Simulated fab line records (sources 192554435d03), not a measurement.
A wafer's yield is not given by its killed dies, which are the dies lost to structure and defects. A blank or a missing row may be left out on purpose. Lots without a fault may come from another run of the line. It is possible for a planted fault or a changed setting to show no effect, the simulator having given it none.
Comparing a struck lot with a sound one ; flow n5_finfet ; 16 steps out of a route of 1938
Sound: wafers L808.3, L808.4, L808.6. Struck: wafers L806.1, L806.5, L806.6. The cause comes at the end.
Per side, at each step with rows, come the tool, then ch with its chambers, and then its first start. Under that, the readings that differ: sound wafers ; struck wafers ; difference of the means ; sigmas: that difference in standard deviations of wafers without a fault.
alike: readings with means less than 2 such deviations apart, plus words and numbers identical on both sides. not compared: withheld readings, readings lacking a value on some wafer, bounds such as >300 that could conceal the same value, and numbers that have no deviation in the record and whose values overlap.
The two part at a step that has a row with sigmas, a row that says differs or no value, or rows on one side only. Numbers that don't overlap but have no deviation are shown without sigmas and don't part them. Lack of a reading on every wafer of one side parts them only where that side has two or more wafers.

first, 3 steps without rows for these wafers: N5_DUMMY_GATE_STRIP_39 (strips in N2/H2); N5_DUMMY_GATE_TRIM_49 (chemistry O2, time 29 s, target cd 14 nm); N5_DUMMY_GATE_STRIP_40 (strips in CF4).
N5_DUMMY_GATE_CD_MEAS_50: the cd target is 14 nm.
  struck on cd_sem-01, day 8 00:57; sound on cd_sem-02, day 8 11:11
  alike: cd_nm
N5_DUMMY_GATE_ETCH_31: etches SiO2 in C4F6/O2, target depth 82.5 nm, time 27.5 s.
  sound on rie_diel-05 ch 1,2,3, day 8 11:19; struck on rie_diel-02 ch 0,2,3, day 8 01:01
  alike: drypump_motor_current_A, oes_o_777_au, oes_product_au, rf_vpp_V, showerhead_plenum_p_Torr, throttle_valve_pct
  not compared: rf_hours_counter_h
N5_DUMMY_GATE_STRIP_41: strips in O2.
  sound on rie_diel-05 ch 0,1, day 8 11:22; struck on rie_diel-02 ch 0,2,3, day 8 01:04
  alike: chamber_pressure_mTorr, drypump_motor_current_A, oes_product_au, rf_vpp_V, showerhead_plenum_p_Torr, throttle_valve_pct
  not compared: rf_hours_counter_h
N5_DUMMY_GATE_HM_OPEN_21: chemistry CH3F/O2, target SiNx, target depth 120 nm, time 171.4 s.
  sound on rie_diel-05 ch 0,1, day 8 11:25; struck on rie_diel-02 ch 0,2,3, day 8 01:06
  alike: drypump_motor_current_A, oes_o_777_au, oes_product_au, rf_vpp_V, showerhead_plenum_p_Torr, throttle_valve_pct
  not compared: rf_hours_counter_h
then, 2 steps without rows for these wafers: N5_DUMMY_GATE_ETCH_32 (etches SiO2 in CF4, target depth 3.5 nm, time 3.9 s); N5_DUMMY_GATE_ETCH_23 (etches poly-Si in HBr/Cl2/O2, target depth 41 nm, time 22.3 s).
N5_DUMMY_GATE_ETCH_44: etches poly-Si in HBr/O2, stops on SiO2, target depth 127.5 nm.
  sound on rie_si-05 ch 2,3, day 8 11:40; struck on rie_si-02 ch 1,2,3, day 8 01:22
  alike: drypump_motor_current_A, oes_product_au, throttle_valve_pct
  not compared: rf_hours_counter_h
N5_DUMMY_GATE_CD_MEAS_24: the cd target is 15 nm.
  struck on cd_sem-01, day 8 01:28; sound on cd_sem-03, day 8 11:47
  alike: cd_nm
N5_DUMMY_GATE_ETCH_42: etches SiO2 in CHF3/O2, target depth 3.5 nm, time 31 s.
  sound on rie_diel-05 ch 0,1,2, day 8 11:53; struck on rie_diel-05 ch 2,3, day 8 01:35
  alike: drypump_motor_current_A, oes_o_777_au, oes_product_au, rf_vpp_V, showerhead_plenum_p_Torr, throttle_valve_pct
  not compared: rf_hours_counter_h
N5_DUMMY_GATE_STRIP_48: strips in N2/H2, time 20 s.
  sound on rie_diel-05 ch 0,1,2, day 8 11:56; struck on rie_diel-05 ch 2,3, day 8 01:38
  no value came back on the struck wafers for any of 8 readings (bias_power_w (W), chamber_pressure_mTorr (mTorr) and others); on the sound wafers bias_power_w (W) reads 2.994 3.008 3.005
  not compared: rf_hours_counter_h
then, 1 step without rows for these wafers: N5_DUMMY_GATE_PRECLEAN_33 (cleans in dHF, time 10 s).
-- here the record skips 8 days between the struck wafers' starts before and after, leaving off in module DUMMY_GATE and picking up in module BEOL_M4 (first step shown: number 1111 of the route) --
N5_BEOL_M4_RC_MEAS_101:
  sound on prober-02 ch 0, day 16 04:45; struck on prober-02 ch 0, day 15 22:40
  alike: DIBL_N, DIBL_P, IOFF_N, IOFF_P, ION_N, ION_P, SS_N, SS_P, VT_N, VT_P
-- record jumps: 6 days separate the struck wafers' starts on either side; left off in module BEOL_M4, taken up again in module PASSIVATION, whose first shown step is the route's number 1936 --
N5_PASSIVATION_PROBE_49:
  struck on prober-01, day 21 16:10; sound on prober-02, day 20 23:08
reading;sound;struck;difference;sigmas
killed_at_front_end;17 25 22;52 41 49;+26;+2
  alike: defect_limited_yield, killed_at_M0_to_M3, killed_at_M4_up, killed_at_contacts, killed_at_other, killed_dies, killed_open, killed_short, sort_bin_4_leakage, sort_bin_5_function, sort_bin_6_memory, sort_n_pass, sort_yield_pct

## WHERE THEY PART
At N5_DUMMY_GATE_STRIP_48 first; at N5_PASSIVATION_PROBE_49 last (within this record only).

WHY: what had been put in by the simulator
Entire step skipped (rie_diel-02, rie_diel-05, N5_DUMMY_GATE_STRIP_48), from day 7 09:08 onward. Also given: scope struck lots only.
